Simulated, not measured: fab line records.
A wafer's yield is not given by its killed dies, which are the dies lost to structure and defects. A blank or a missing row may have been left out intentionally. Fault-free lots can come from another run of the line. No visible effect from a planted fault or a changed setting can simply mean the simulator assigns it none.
Struck lot and sound lot, side by side + flow nand-harc + 15 out of 1159 route steps
Sound: wafers L979.3, L979.4, L979.5. Struck: wafer L989.6. (L989.2, L989.4 of the same lot were not struck and are left out.) The cause comes at the end.
For every step that has rows: the tool of each side, followed by ch and its chambers, followed by its first start. Under that, the readings that differ: sound wafers + struck wafers + difference of the means + sigmas: that difference in standard deviations of wafers without a fault.
alike: readings whose means differ by less than 2 such deviations, and words and numbers that are the same on both sides. not compared: withheld readings, readings that some wafer has no value for, bounds like >300 that may hide the same value, and numbers for which the record gives no deviation and whose values overlap.
The two part at a step that has a row with sigmas, a row that says differs or no value, or rows on one side only. When numbers do not overlap yet have no deviation, they are printed without sigmas and do not part them. Lack of a reading on every wafer of one side parts them only where that side has two or more wafers.

first, 8 steps without rows for these wafers: NHARC_A_CONTACT_COAT_61 (time 75 s); NHARC_A_CONTACT_COAT_62 (time 65 s); NHARC_A_CONTACT_COAT_63 (resist thk 90 nm); NHARC_A_CONTACT_SOFTBAKE_64 (time 55 s); NHARC_A_CONTACT_EBR_65; NHARC_A_CONTACT_EXPOSE_66 (exposes mask A CC 2); NHARC_A_CONTACT_PEB_67 (peb time 65 s); NHARC_A_CONTACT_DEVELOP_68 (develop time 35 s).
NHARC_A_CONTACT_CD_MEAS_69: the cd target is 200 nm.
  sound on cd-sem-03 ch 0, day 16 13:37; struck on cd-sem-03 ch 0, day 19 22:16
  alike: cd-nm
NHARC_A_CONTACT_OVL_MEAS_70:
  sound on overlay-01, day 16 13:42; struck on overlay-01, day 19 22:22
| reading           | sound          | struck | difference | sigmas |
|-------------------|----------------|--------|------------|--------|
| overlay-x-nm (nm) | -0.1 0.3 -0.4  | 1.9    | +2.0       | +2     |
| overlay-y-nm (nm) | -1.4 -1.2 -1.5 | 0.6    | +2.0       | +2     |
NHARC_A_CONTACT_INSPECT_71:
  sound on defect-inspect-01, day 16 13:44; struck on defect-inspect-02, day 19 22:23
  alike: raw-defect-count
NHARC_A_CONTACT_DESCUM_74: chemistry O2, time 3 s.
  sound on rie-diel-05 ch 1,2,3, day 16 14:17; struck on rie-diel-05 ch 3, day 19 22:28
  alike: drypump-motor-current-A, mfc-ar-sccm, oes-product-au, rf-vpp-V, showerhead-plenum-p-Torr, throttle-valve-pct
  not compared: rf-hours-counter-h
NHARC_A_CONTACT_ETCH_75: etches the open film in CF4, target depth 39 nm, time 65 s.
  sound on rie-diel-05 ch 1,2, day 16 14:28; struck on rie-diel-05 ch 0, day 19 22:33
| reading          | sound             | struck | difference | sigmas |
|------------------|-------------------|--------|------------|--------|
| rf-vpp-V (V)     | 151.1 149.9 151.0 | 147.4  | -3.3       | -3     |
| run-length-s (s) | 85.2 86.7 87.2    | 70.9   | -15.5      | -27    |
  alike: drypump-motor-current-A, mfc-ar-sccm, oes-product-au, showerhead-plenum-p-Torr, throttle-valve-pct
  not compared: rf-hours-counter-h
NHARC_A_CONTACT_ETCH_76: etches the open film in N2/H2, target depth 260 nm, time 475.3 s.
  sound: rie-diel-05 ch 2,3; struck: rie-diel-05 ch 3
  alike: drypump-motor-current-A, mfc-ar-sccm, oes-product-au, rf-vpp-V, run-length-s, showerhead-plenum-p-Torr, throttle-valve-pct
  not compared: rf-hours-counter-h
then, 1 step without rows for these wafers: NHARC_END_SORT_01.

== WHERE THEY PART ==
At NHARC_A_CONTACT_OVL_MEAS_70 first; at NHARC_A_CONTACT_ETCH_75 last (within this record only). Later steps at which nothing parts them and some readings are alike: NHARC_A_CONTACT_ETCH_76.

WHY: the cause the simulator had injected
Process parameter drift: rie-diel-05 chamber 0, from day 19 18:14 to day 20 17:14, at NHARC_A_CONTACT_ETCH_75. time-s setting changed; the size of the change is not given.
